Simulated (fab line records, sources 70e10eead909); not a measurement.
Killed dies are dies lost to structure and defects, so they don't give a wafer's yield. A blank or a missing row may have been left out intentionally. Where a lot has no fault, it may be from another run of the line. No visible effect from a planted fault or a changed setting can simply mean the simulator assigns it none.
Chamber matching	flow nand harc	ald hk-02 running NHARC_A_CHANNEL_FILL_D1_ALD_02: 4 sister chambers
The step deposits SiO2, target thk 6 nm, pulse time 10 s, ald cycles 60. 4 wafers are shown with their chamber, then 9 later ones without.

== WAFERS PAIRED WITH THEIR CHAMBERS ==
wafer	chamber	heater power w (W)
L076.3	2	429
L083.1	3	476
L083.2	1	465
L083.5	0	392

== WAFERS WHOSE CHAMBER IS MISSING ==
wafer	heater power w (W)
L091.1	472
L091.4	406
L091.6	417
L094.3	454
L094.5	463
L094.6	409
L097.4	382
L097.5	442
L097.6	420

== EACH ONE'S CHAMBER ==
wafer	from the rows above	in truth
L091.1	can't be placed: 3 or 1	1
L091.4	can't be placed: 0 or 2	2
L091.6	can't be placed: 2 or 0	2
L094.3	can't be placed: 1 or 3 or 2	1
L094.5	can't be placed: 1 or 3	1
L094.6	can't be placed: 0 or 2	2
L097.4	0	0
L097.5	can't be placed: 2 or 1 or 3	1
L097.6	can't be placed: 2 or 0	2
Placed correctly: 1 of 9. These rows do not allow placing 8 (true chamber among the candidates in 8). Number placed wrongly: 0.
How it was worked out, from the rows above alone: a wafer's distance from a chamber is the root of the sum, over the readings, of the square of ((its reading less the chamber's mean) divided by the reading's scatter). The wafer belongs to the nearest chamber; if the next one is less than 2 further off, it can't be placed. The mean given for a chamber averages the wafers shown for that chamber. The scatter (one wafer shown for each chamber): square how far every hidden wafer sits from the nearest shown wafer, average those squares and take the square root.
